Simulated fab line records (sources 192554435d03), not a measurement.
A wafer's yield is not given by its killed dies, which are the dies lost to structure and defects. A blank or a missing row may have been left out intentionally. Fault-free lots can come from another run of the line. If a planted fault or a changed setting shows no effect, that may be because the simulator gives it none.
Lot-split experiment -- flow n5Finfet -- 39 wafers read from 7 lots, route of 1938 steps

## SPLIT DETAILS
At N5_BEOL_M11_PECVD_70 (deposits SiO2 from TEOS/O2, target thk 20 nm, time 22.7 s), the setting timeS was moved away from the recipe's 22.7 s on 6 of the 39 wafers read, by +15.7% to +29.3%. This setting was run at the recipe's value on the other wafers.

## FROM THE SPLIT TO THE READING: what the file shows between them, 4 steps
- N5_BEOL_M11_HM_DEP_02: deposits TiN, target thk 20 nm
- N5_BEOL_M11_COAT_59: time 60 s, resist thk 100 nm
- N5_BEOL_M11_ECD_50: material Cu, target thk 318 nm
- N5_BEOL_M11_ANNEAL_51: time 90 s

## THE READING
barrierFieldEndpointS, in s, at N5_BEOL_M11_CMP_52 (polishes, stops on SiCOH lowk, t overpolish 7 s, target thk 140 nm). On this fab line, fault-free wafers typically give 29.0 s with a standard deviation of 0.77 s.

wafer,"tool, chamber at the split","timeS as run, s",against the recipe,"barrierFieldEndpointS, s",against lot-mates on the recipe
L074.4,"pecvd-04, 2",22.7,recipe,28.9,-
L074.3,"pecvd-04, 0",22.7,recipe,30.0,-
L074.2,"pecvd-04, 0",22.7,recipe,28.8,-
L074.1,"pecvd-04, 2",22.7,recipe,27.9,-
L074.5,"pecvd-04, 0",22.7,recipe,29.6,-
L074.6,"pecvd-04, 2",22.7,recipe,28.7,-
L078.1,"pecvd-02, 0,1",22.7,recipe,28.4,-
L078.2,"pecvd-02, 2",22.7,recipe,29.0,-
L078.4,"pecvd-02, 1,0,2",22.7,recipe,28.3,-
L078.3,"pecvd-02, 0,1",22.7,recipe,29.1,-
L078.5,"pecvd-02, 1,0,2",22.7,recipe,29.5,-
L078.6,"pecvd-02, 1,0,2",22.7,recipe,29.3,-
L080.1,"pecvd-04, 1",22.7,recipe,29.4,-
L080.3,"pecvd-04, 2",29.35,+29.3%,35.7,+6.4
L080.2,"pecvd-04, 0",22.7,recipe,29.0,-
L080.4,"pecvd-04, 0",22.7,recipe,29.5,-
L080.6,"pecvd-04, 2",29.35,+29.3%,36.3,+7.0
L080.5,"pecvd-04, 1",29.35,+29.3%,35.6,+6.3
L083.4,"pecvd-04, 1,2",22.7,recipe,28.3,-
L083.1,"pecvd-04, 1,2",22.7,recipe,28.2,-
L083.3,"pecvd-04, 0",22.7,recipe,28.5,-
L083.2,"pecvd-04, 2",22.7,recipe,27.8,-
L083.5,"pecvd-04, 0",22.7,recipe,29.2,-
L083.6,"pecvd-04, 1",22.7,recipe,29.0,-
L092.2,"pecvd-04, 1",22.7,recipe,28.3,-
L092.1,"pecvd-04, 2",26.26,+15.7%,31.8,+3.1
L092.3,"pecvd-04, 0",22.7,recipe,29.2,-
L092.4,"pecvd-04, 2",22.7,recipe,28.5,-
L092.5,"pecvd-04, 1",26.26,+15.7%,31.2,+2.5
L092.6,"pecvd-04, 0",26.26,+15.7%,33.1,+4.4
L090.2,"pecvd-01, 2,0",22.7,recipe,27.9,-
L090.4,"pecvd-01, 1,2",22.7,recipe,29.1,-
L090.3,"pecvd-01, 1,2",22.7,recipe,29.3,-
L090.1,"pecvd-01, 2,0",22.7,recipe,28.5,-
L090.6,"pecvd-01, 1,0",22.7,recipe,29.2,-
L090.5,"pecvd-01, 1,0",22.7,recipe,28.7,-
L095.3,"pecvd-04, 1",22.7,recipe,28.9,-
L095.1,"pecvd-04, 2",22.7,recipe,28.0,-
L095.5,"pecvd-04, 1",22.7,recipe,29.2,-
When a row names more than one chamber, that row covers several wafers, and the file does not tell which wafer ran in which chamber.

FIT RESULTS
A straight line over all 39 wafers: barrierFieldEndpointS changes by +0.233 s for each +1% of timeS; r = +0.96; the points scatter about the line by 0.58 s.
The same after taking each lot's own level away (the mean of its wafers on the recipe; 39 wafers): +0.222 s for each +1%; r = +0.97; scatter 0.53 s.
That fit puts the effect of the largest move of timeS on the reading at 6.5 s.
The lots' own levels span 28.50 to 29.30 s, that is 1.0 times the standard deviation above.
Consequently the slope shifts little with the lot-to-lot level, the two slopes agreeing.
Check: +6.54 s against its lot-mates is what the line predicts for one of the wafers moved furthest among these (+29.3%) when that wafer is left out of the fit. Against them it came out at +6.4 s.

## ADDITIONAL SPLITS CARRIED BY THESE WAFERS
These wafers also went through other splits before the reading. Each is held against what the fit with the lots' levels taken away leaves over:
other split on the same wafers,wafers away from the commonest value,r with barrierFieldEndpointS (lot level and that fit taken away)
N5_BEOL_M6_ILD_DEP_00 targetThkA,12,+0.14
N5_BEOL_M8_TRENCH_ETCH_37 timeS,9,+0.04

## THE WHOLE CHAIN: every reading that the file lists as answering this split, in the file's order
step,what it does,reading,change (the file's fit),r (the file's)
N5_BEOL_M11_PECVD_70,"deposits SiO2 from TEOS/O2, target thk 20 nm, time 22.7 s","SiO2_of_BEOL_M11_PECVD_70.thkNm (the simulator's own value, which no gauge read)",+0.191 nm for each +1% of the setting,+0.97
N5_BEOL_M11_CMP_52,"polishes, stops on SiCOH lowk, t overpolish 7 s, target thk 140 nm",barrierFieldEndpointS,+0.221 s for each +1% of the setting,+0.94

## FILE'S OWN FIT
barrierFieldEndpointS changes by +0.221 s for each +1% of timeS, r = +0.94.
